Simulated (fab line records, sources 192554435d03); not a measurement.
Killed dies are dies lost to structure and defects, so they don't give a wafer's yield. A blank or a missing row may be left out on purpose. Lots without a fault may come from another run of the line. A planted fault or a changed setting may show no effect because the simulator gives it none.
Which tool did it? | flow n5_finfet | 8 lots, 24 wafers sampled, at 5 steps of a route of 1938

WHAT THE GAUGES READ, wafer by wafer
N5_BEOL_M4_RC_MEAS_101. Usual: DIBL_N 36.4 mV/V, standard deviation 2.7; DIBL_P 36 mV/V, standard deviation 3.2; IOFF_N 0.16 nA/um, standard deviation 0.046; IOFF_P 0.21 nA/um, standard deviation 0.055; ION_N 677 uA/um, standard deviation 15; ION_P 464 uA/um, standard deviation 11; SS_N 71.5 mV/dec, standard deviation 0.79; SS_P 73.3 mV/dec, standard deviation 0.93; VT_N 250 mV, standard deviation 4.1; VT_P -251 mV, standard deviation 4.4.
lot  | measured     | on        | DIBL_N (mV/V)  | DIBL_P (mV/V) | IOFF_N (nA/um) | IOFF_P (nA/um) | ION_N (uA/um) | ION_P (uA/um) | SS_N (mV/dec)  | SS_P (mV/dec)  | VT_N (mV)   | VT_P (mV)      | flag
L384 | day 7 20:13  | prober-01 | 34.9 36.4 39.0 | 35 37 41      | 0.14 0.18 0.23 | 0.22 0.26 0.35 | 670 683 690   | 466 472 470   | 72.1 72.4 72.5 | 73.6 73.2 75.1 | 251 247 247 | -247 -245 -240 |
L385 | day 7 22:32  | prober-02 | 37.0 43.5 39.5 | 35 44 38      | 0.16 0.32 0.22 | 0.21 0.42 0.29 | 680 733 692   | 467 500 479   | 71.0 72.7 71.5 | 73.8 76.2 73.5 | 249 242 244 | -249 -240 -245 |
L388 | day 9 14:45  | prober-02 | 31.4 36.5 35.3 | 29 36 34      | 0.09 0.17 0.14 | 0.13 0.21 0.18 | 648 691 677   | 452 470 463   | 69.9 71.7 71.3 | 71.0 72.6 72.5 | 256 246 252 | -257 -249 -253 |
L389 | day 10 00:55 | prober-02 | 32.8 35.5 34.9 | 32 35 34      | 0.11 0.15 0.14 | 0.14 0.19 0.16 | 648 673 696   | 457 457 462   | 70.1 70.9 72.1 | 72.0 72.6 73.0 | 253 249 250 | -255 -253 -255 |
L396 | day 11 09:40 | prober-02 | 35.0 33.4 32.7 | 36 34 33      | 0.17 0.15 0.13 | 0.21 0.20 0.17 | 704 691 668   | 478 471 460   | 71.3 70.3 70.5 | 73.8 72.8 72.9 | 246 246 249 | -248 -248 -253 |
L402 | day 12 22:44 | prober-02 | 34.7 37.8 34.3 | 35 41 36      | 0.13 0.18 0.12 | 0.14 0.22 0.16 | 667 671 658   | 445 450 445   | 71.0 72.3 71.2 | 72.4 73.9 72.7 | 255 251 254 | -255 -253 -258 |
L403 | day 13 05:12 | prober-02 | 36.9 37.6 37.0 | 38 37 36      | 0.17 0.17 0.17 | 0.24 0.24 0.22 | 689 675 676   | 475 466 454   | 71.3 72.1 71.6 | 74.3 74.6 74.0 | 247 249 248 | -247 -248 -247 |
L406 | day 14 07:22 | prober-02 | 40.0 36.7 41.0 | 38 34 40      | 0.21 0.14 0.23 | 0.22 0.16 0.25 | 677 659 689   | 457 448 467   | 72.4 71.2 72.3 | 73.5 72.5 74.2 | 249 253 247 | -253 -257 -252 |

WHICH TOOL RAN EACH LOT (tool, then ch and the chambers of the sampled wafers, then the start)
lot  | N5_BEOL_M0_SAQP_SPACER2_ALD_26    | N5_BEOL_M0_SAQP_MANDREL2_REMOVE_110 | N5_BEOL_M0_SAQP_ETCH_88            | N5_BEOL_M0_SAQP_ETCH_73
L384 | ald_sin-03 ch 0,1,3, day 5 14:40  | rie_si-06 ch 1,2,3, day 5 15:19     | rie_diel-05 ch 1,2,3, day 5 16:15  | rie_diel-05 ch 1,2,3, day 5 16:16
L385 | ald_sin-02 ch 2,3, day 5 21:17    | rie_si-05 ch 2,3, day 5 21:55       | rie_diel-05 ch 1,2,3, day 5 22:29  | rie_diel-05 ch 1,2,3, day 5 22:31
L388 | ald_sin-02 ch 0,2,3, day 6 20:13  | rie_si-04 ch 0,1,3, day 6 20:52     | rie_diel-02 ch 0,1,3, day 6 21:26  | rie_diel-02 ch 0,1,3, day 6 21:28
L389 | ald_sin-01 ch 1,2, day 7 04:56    | rie_si-04 ch 0,2,3, day 7 05:37     | rie_diel-02 ch 1,2, day 7 06:11    | rie_diel-02 ch 1,2, day 7 06:12
L396 | ald_sin-03 ch 0,1,2, day 8 13:53  | rie_si-06 ch 0,1,3, day 8 14:32     | rie_diel-02 ch 0,1, day 8 15:06    | rie_diel-02 ch 0,1, day 8 15:07
L402 | ald_sin-02 ch 2,3, day 10 01:52   | rie_si-05 ch 0,1,3, day 10 02:30    | rie_diel-03 ch 2,3, day 10 03:05   | rie_diel-03 ch 2,3, day 10 03:07
L403 | ald_sin-01 ch 0,1,2, day 10 09:07 | rie_si-05 ch 2,3, day 10 09:45      | rie_diel-05 ch 0,1, day 10 10:27   | rie_diel-05 ch 0,1, day 10 10:28
L406 | ald_sin-02 ch 0,1,3, day 11 05:37 | rie_si-04 ch 1,2, day 11 06:22      | rie_diel-03 ch 0,2,3, day 11 06:56 | rie_diel-03 ch 0,2,3, day 11 06:58
- N5_BEOL_M0_SAQP_SPACER2_ALD_26: deposits SiO2, target thk 15 nm, pulse time 1 s, purge time 2 s.
- N5_BEOL_M0_SAQP_MANDREL2_REMOVE_110: chemistry HBr/Cl2/O2, target a-Si, stops on SiCN, bt time 10 s.
- N5_BEOL_M0_SAQP_ETCH_88: etches underlayer in N2/H2, target depth 6.5 nm, time 5.2 s.
- N5_BEOL_M0_SAQP_ETCH_73: etches SiARC in CF4, target depth 19.5 nm, time 32.5 s.

WHAT THE TOOLS THEMSELVES READ (means of the sampled wafers that have a number; where no wafer has one, the mark that the record gives instead)
N5_BEOL_M0_SAQP_SPACER2_ALD_26. Usual: heater_power_w 481 W, standard deviation 49; precursor_pulse_height_rel 1.004, standard deviation 0.019.
lot  | tool       | heater_power_w (W) | precursor_pulse_height_rel | flag
L384 | ald_sin-03 | 465                | 1.000                      |
L385 | ald_sin-02 | 464                | 0.997                      |
L388 | ald_sin-02 | 515                | 1.023                      |
L389 | ald_sin-01 | 476                | 1.005                      |
L396 | ald_sin-03 | 477                | 0.982                      |
L402 | ald_sin-02 | 460                | 1.018                      |
L403 | ald_sin-01 | 474                | 1.007                      |
L406 | ald_sin-02 | 535                | 0.993                      |

N5_BEOL_M0_SAQP_MANDREL2_REMOVE_110. Usual: drypump_motor_current_A 5.7 A, standard deviation 0.32; oes_product_au 1.000 a.u., standard deviation 0.021; rf_fwd_power_W 596.3 W, standard deviation 2.2; throttle_valve_pct 36.8 %, standard deviation 0.63.
lot  | tool      | drypump_motor_current_A (A) | oes_product_au (a.u.) | rf_fwd_power_W (W) | throttle_valve_pct (%) | flag
L384 | rie_si-06 | 5.8                         | 0.989                 | 595.0              | 36.8                   |
L385 | rie_si-05 | 5.6                         | 1.003                 | 599.5              | 37.3                   |
L388 | rie_si-04 | 5.7                         | 0.998                 | 595.4              | 36.0                   |
L389 | rie_si-04 | 5.4                         | 1.010                 | 595.1              | 36.2                   |
L396 | rie_si-06 | 5.9                         | 0.996                 | 596.1              | 36.7                   |
L402 | rie_si-05 | 5.6                         | 1.009                 | 596.4              | 37.1                   |
L403 | rie_si-05 | 5.3                         | 1.024                 | 597.8              | 36.9                   |
L406 | rie_si-04 | 5.3                         | 1.011                 | 594.1              | 36.9                   |

N5_BEOL_M0_SAQP_ETCH_88. Usual: drypump_motor_current_A 5.9 A, standard deviation 0.56; etch_rf_on_time_s 5.24 s, standard deviation 0.18; oes_product_au 0.65 a.u., standard deviation 0.077; rf_fwd_power_W 819.8 W, standard deviation 2.5; rf_vpp_V 524.2 V, standard deviation 2.4; showerhead_plenum_p_Torr 2.55 Torr, standard deviation 0.078; throttle_valve_pct 17.86 %, standard deviation 0.18.
lot  | tool        | drypump_motor_current_A (A) | etch_rf_on_time_s (s) | oes_product_au (a.u.) | rf_fwd_power_W (W) | rf_vpp_V (V) | showerhead_plenum_p_Torr (Torr) | throttle_valve_pct (%) | flag
L384 | rie_diel-05 | 5.9                         | 5.28                  | 0.63                  | 819.9              | 524.7        | 2.60                            | 17.95                  |
L385 | rie_diel-05 | 5.9                         | 5.31                  | 0.62                  | 820.2              | 524.2        | 2.60                            | 17.94                  |
L388 | rie_diel-02 | 5.9                         | 5.31                  | 0.63                  | 819.3              | 525.8        | 2.62                            | 17.76                  |
L389 | rie_diel-02 | 6.0                         | 5.35                  | 0.63                  | 818.1              | 522.1        | 2.46                            | 17.65                  |
L396 | rie_diel-02 | 5.6                         | 5.39                  | 0.62                  | 818.9              | 526.5        | 2.60                            | 17.69                  |
L402 | rie_diel-03 | 5.2                         | 5.21                  | 0.68                  | 820.3              | 526.6        | 2.63                            | 17.94                  |
L403 | rie_diel-05 | 5.8                         | 5.25                  | 0.76                  | 820.3              | 523.6        | 2.55                            | 17.63                  |
L406 | rie_diel-03 | 5.6                         | 5.18                  | 0.73                  | 820.2              | 525.6        | 2.57                            | 17.94                  |

N5_BEOL_M0_SAQP_ETCH_73. Usual: cf4_flow_sccm 100.0 sccm, standard deviation 0.3; drypump_motor_current_A 5.9 A, standard deviation 0.56; etch_rf_on_time_s 32.8 s, standard deviation 1.1; oes_product_au 0.66 a.u., standard deviation 0.077; rf_fwd_power_W 534.6 W, standard deviation 2.7; rf_vpp_V 184.1 V, standard deviation 1.1; showerhead_plenum_p_Torr 2.15 Torr, standard deviation 0.059; throttle_valve_pct 15.63 %, standard deviation 0.22.
lot  | tool        | cf4_flow_sccm (sccm) | drypump_motor_current_A (A) | etch_rf_on_time_s (s) | oes_product_au (a.u.) | rf_fwd_power_W (W) | rf_vpp_V (V) | showerhead_plenum_p_Torr (Torr) | throttle_valve_pct (%) | flag
L384 | rie_diel-05 | 100.1                | 5.9                         | 33.5                  | 0.62                  | 536.8              | 184.3        | 2.19                            | 15.68                  |
L385 | rie_diel-05 | 99.9                 | 5.9                         | 33.0                  | 0.63                  | 535.2              | 184.9        | 2.18                            | 15.69                  |
L388 | rie_diel-02 | 99.9                 | 5.9                         | 32.9                  | 0.64                  | 534.0              | 184.1        | 2.20                            | 15.53                  |
L389 | rie_diel-02 | 100.3                | 6.0                         | 33.5                  | 0.63                  | 534.8              | 183.3        | 2.09                            | 15.49                  |
L396 | rie_diel-02 | 89.9                 | 5.6                         | 33.9                  | 0.62                  | 534.7              | 184.9        | 2.12                            | 15.16                  | OFF
L402 | rie_diel-03 | 100.2                | 5.2                         | 32.8                  | 0.68                  | 536.3              | 184.8        | 2.21                            | 15.64                  |
L403 | rie_diel-05 | 100.1                | 5.7                         | 32.8                  | 0.76                  | 536.4              | 184.0        | 2.15                            | 15.39                  |
L406 | rie_diel-03 | 100.0                | 5.6                         | 32.5                  | 0.73                  | 536.5              | 184.4        | 2.17                            | 15.63                  |

THE ANSWER, worked out from the rows above alone
Rule: a lot is off if the mean of its wafers that have a number lies more than 3 standard deviations from the usual mean. A lot without any number at a reading at which 4 lots or more have one is off too. The other lots that the step has rows for count as sound. The gauges are gone through in route order, then the tools' own readings, and for those a lot's mean is taken as printed above. The first step at which some lot is off is used, and at that step the reading that is off furthest; a lot without a number counts as furthest.
Off: L396, at N5_BEOL_M0_SAQP_ETCH_73 (cf4_flow_sccm).
A tool fits if, at that step or a process step before it, it ran every lot that is off, and no sound lot after the first of them. Can't be told from this: 3 tools fit, ald_sin-03 at N5_BEOL_M0_SAQP_SPACER2_ALD_26, rie_si-06 at N5_BEOL_M0_SAQP_MANDREL2_REMOVE_110, rie_diel-02 at N5_BEOL_M0_SAQP_ETCH_88 and N5_BEOL_M0_SAQP_ETCH_73.

WHAT THE SIMULATOR HAD PUT IN
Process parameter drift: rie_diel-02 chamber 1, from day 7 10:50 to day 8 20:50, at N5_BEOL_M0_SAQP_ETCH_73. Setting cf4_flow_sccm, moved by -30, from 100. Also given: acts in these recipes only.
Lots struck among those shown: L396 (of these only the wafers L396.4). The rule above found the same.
